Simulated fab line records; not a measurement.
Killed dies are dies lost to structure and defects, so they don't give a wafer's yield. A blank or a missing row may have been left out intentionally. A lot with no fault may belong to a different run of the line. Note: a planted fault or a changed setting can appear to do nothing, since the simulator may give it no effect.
Split-lot trial    flow n5 finfet    route with 1938 steps; 7 lots, 21 wafers read

== ABOUT THE SPLIT ==
At N5_BEOL_M8_ALD_77 (deposits TaN, target thk 2 nm, pulse time 2 s, purge time 3 s), the setting ald cycles was moved away from the recipe's 40 on 7 of the 21 wafers read, by -15.0% to +17.5%. All remaining wafers had this setting at the recipe value.

The reading is taken at the split's own step.

== THE READING ==
TaN_of_BEOL_M8_ALD_77.thk nm (the simulator's own value, which no gauge read), in nm, at N5_BEOL_M8_ALD_77 (deposits TaN, target thk 2 nm, pulse time 2 s, purge time 3 s). The file does not state a usual value for it.

wafer   tool, chamber at the split  ald cycles as run  against the recipe  TaN_of_BEOL_M8_ALD_77.thk nm, nm  against lot-mates on the recipe
L074.1  ald metal-02, 1             40                 recipe              2                                 -
L074.2  ald metal-02, 0,3           47                 +17.5%              2.4                               +0.4
L074.4  ald metal-02, 0,3           47                 +17.5%              2.4                               +0.4
L076.1  ald metal-03, 3,0,1         40                 recipe              2                                 -
L076.3  ald metal-03, 3,0,1         40                 recipe              2                                 -
L076.4  ald metal-03, 3,0,1         40                 recipe              2                                 -
L078.2  ald metal-02, 3             40                 recipe              2                                 -
L078.3  ald metal-02, 2             34                 -15.0%              1.6                               -0.4
L078.4  ald metal-02, 0             34                 -15.0%              1.8                               -0.2
L082.3  ald metal-03, 2,0           40                 recipe              2                                 -
L082.5  ald metal-03, 2,0           40                 recipe              2                                 -
L082.6  ald metal-03, 1             38                 -5.0%               2                                 +0.0
L090.1  ald metal-02, 1,0,3         40                 recipe              2                                 -
L090.4  ald metal-02, 1,0,3         40                 recipe              2                                 -
L090.6  ald metal-02, 1,0,3         40                 recipe              2                                 -
L089.1  ald metal-03, 1,0           40                 recipe              2                                 -
L089.5  ald metal-03, 1,0           40                 recipe              2                                 -
L089.2  ald metal-03, 0             43                 +7.5%               2.2                               +0.2
L094.2  ald metal-04, 3             44                 +10.0%              2.2                               +0.2
L094.4  ald metal-04, 1,0           40                 recipe              2                                 -
L094.5  ald metal-04, 1,0           40                 recipe              2                                 -
Rows listing several chambers each stand for several wafers; the file does not say which wafer went through which chamber.

FIT RESULTS
A straight line over all 21 wafers: TaN_of_BEOL_M8_ALD_77.thk nm changes by +0.0212 nm for each +1% of ald cycles; r = +0.97; the points scatter about the line by 0.042 nm.
The same after taking each lot's own level away (the mean of its wafers on the recipe; 21 wafers): +0.0212 nm for each +1%; r = +0.97; scatter 0.042 nm.
On that fit, the largest move of ald cycles shifts the reading by 0.37 nm.
The lots' own levels span 2.00 to 2.00 nm.
Consequently the slope shifts little with the lot-to-lot level, the two slopes agreeing.
Check: +0.374 nm against its lot-mates is what the line predicts for one of the wafers moved furthest among these (+17.5%) when that wafer is left out of the fit. Against them it came out at +0.4 nm.

== ADDITIONAL SPLITS CARRIED BY THESE WAFERS ==
Other splits were also applied to these wafers ahead of the reading. Each is held against what the fit with the lots' levels taken away leaves over:
other split on the same wafers    wafers away from the commonest value  r with TaN_of_BEOL_M8_ALD_77.thk nm (lot level and that fit taken away)
N5_BEOL_M7_COAT_60 spin rpm       6                                     +0.07
N5_BEOL_M7_VIA_ETCH_34 source w   6                                     -0.39
N5_BEOL_M7_TRENCH_ETCH_37 time s  6                                     +0.03

== THE FILE'S OWN FIT ==
TaN_of_BEOL_M8_ALD_77.thk nm changes by +0.0211 nm for each +1% of ald cycles, r = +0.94.
